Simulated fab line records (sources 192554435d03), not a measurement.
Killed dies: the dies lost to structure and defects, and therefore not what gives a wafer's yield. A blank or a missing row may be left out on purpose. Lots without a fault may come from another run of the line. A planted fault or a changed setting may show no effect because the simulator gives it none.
One fault seen from 2 desks / flow n5Finfet / numbers are kept per desk, each desk with only its own; the story behind them comes last

## FOR THE TOOL OWNER'S DESK: krfScanner-01
The tool's own readings at N5_BEOL_M15_EXPOSE_07 (exposes mask V14): means of the sampled wafers that have a number, for each lot that ran on this tool. Marked OUT: a lot whose mean sits more than 4 standard deviations from the usual mean, which makes it out of limits; the brackets give that distance.
Columns: A = exposureDoseMJCm2 at N5_BEOL_M15_EXPOSE_07, usual 41.47
lot=L623; first seen here=day 11 05:52; A=41.23
lot=L624; first seen here=day 11 16:01; A=41.22
lot=L625; first seen here=day 12 04:13; A=41.21
lot=L626; first seen here=day 12 07:44; A=41.25
lot=L628; first seen here=day 12 16:10; A=38.04 (-13) OUT
lot=L632; first seen here=day 13 10:16; A=39.23 (-8.6) OUT
lot=L633; first seen here=day 14 08:38; A=39.69 (-6.8) OUT
This desk's verdict: out of limits on L628, L632, L633, starting with L628 at day 12 16:10 (exposureDoseMJCm2 at N5_BEOL_M15_EXPOSE_07). In limits: L623, L624, L625, L626.

## METROLOGY DESK
Lot by lot, what the gauges showed, no matter which tool ran the lot: averages of those sampled wafers that carry a number. Marked OUT: a lot whose mean sits more than 4 standard deviations from the usual mean, which makes it out of limits; the brackets give that distance.
Columns: A = cdNm at N5_BEOL_M15_CD_MEAS_10, usual 360.4 nm
lot=L623; first seen here=day 11 06:01; A=361.7
lot=L624; first seen here=day 11 16:11; A=362.2
lot=L625; first seen here=day 12 04:23; A=361.0
lot=L626; first seen here=day 12 07:55; A=359.0
lot=L628; first seen here=day 12 16:19; A=346.7 (-7.2) OUT
lot=L632; first seen here=day 13 10:26; A=352.7 (-4.0) OUT
lot=L633; first seen here=day 14 08:48; A=351.4 (-4.7) OUT
lot=L636; first seen here=day 14 18:29; A=360.7
lot=L641; first seen here=day 16 09:47; A=360.5
This desk's verdict: out of limits on L628, L632, L633, starting with L628 at day 12 16:19 (cdNm at N5_BEOL_M15_CD_MEAS_10). In limits: L623, L624, L625, L626, L636, L641.

## PUT TOGETHER
On L628, L632, L633, at day 12 16:10, an alarm was possible from the tool owner's desk.
An alarm was possible from the metrology desk at day 12 16:19, on L628, L632, L633.
On krfScanner-01, each named lot ran N5_BEOL_M15_EXPOSE_07.

## WHAT WAS PUT IN BY THE SIMULATOR
Process parameter drift: krfScanner-01, from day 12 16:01 on, at N5_BEOL_M15_EXPOSE_07. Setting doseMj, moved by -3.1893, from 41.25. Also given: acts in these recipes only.
Struck lots among those shown: L628, L632, L633.
Delay (hours) between the fault's onset and each desk's first out-of-limits reading: 0 at the tool owner's desk, 0 at the metrology desk.
